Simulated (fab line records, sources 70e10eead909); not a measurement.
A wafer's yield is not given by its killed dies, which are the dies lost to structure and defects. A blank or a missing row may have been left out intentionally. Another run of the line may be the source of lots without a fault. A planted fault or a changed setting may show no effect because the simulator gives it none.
Chamber matching ; flow nand harc ; NHARC_A_CHANNEL_FILL_D2_ALD_14 on ald hk-04: 4 sister chambers
The step deposits SiO2, target thk 2.5 nm, pulse time 10 s, ald cycles 25. 8 wafers are shown with their chamber, then 12 later ones without.

## WAFERS, EACH WITH ITS CHAMBER
wafer;chamber;heater power w (W);precursor pulse height rel
L084.4;1;458;0.998
L087.2;3;464;0.992
L089.1;1;455;1.010
L089.2;2;451;1.026
L089.3;0;555;0.994
L093.1;3;435;0.984
L093.3;0;566;1.001
L093.5;2;460;0.969

## WAFERS WHOSE CHAMBER IS MISSING
wafer;heater power w (W);precursor pulse height rel
L095.1;440;1.000
L095.3;449;0.985
L095.4;461;1.026
L094.1;453;1.009
L094.4;580;1.021
L094.5;561;1.007
L096.1;558;0.967
L096.2;443;0.983
L096.3;435;1.031
L096.4;454;1.007
L096.5;428;1.026
L096.6;562;1.003

## EACH ONE'S CHAMBER
wafer;from the rows above;in truth
L095.1;can't be placed: 3 or 2 or 1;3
L095.3;can't be placed: 3 or 2 or 1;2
L095.4;can't be placed: 1 or 2 or 3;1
L094.1;can't be placed: 1 or 2 or 3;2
L094.4;0;0
L094.5;0;0
L096.1;0;0
L096.2;can't be placed: 3 or 2 or 1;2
L096.3;can't be placed: 1 or 2 or 3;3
L096.4;can't be placed: 1 or 2 or 3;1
L096.5;can't be placed: 3 or 1 or 2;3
L096.6;0;0
Correct placement for 4 of the 12. Can't be placed from these rows: 8 (the true chamber is among the candidates in 8). Wrongly placed: 0.
How it was worked out, from the rows above alone: a wafer's distance from a chamber is the root of the sum, over the readings, of the square of ((its reading less the chamber's mean) divided by the reading's scatter). The wafer belongs to the nearest chamber; if the next one is less than 2 further off, it can't be placed. For every chamber, the mean is computed from those of its wafers that are shown. How the scatter is found: for the shown wafers, subtract from each reading the mean of its chamber, square and add these, divide the total by (wafers less chambers), then take the root.
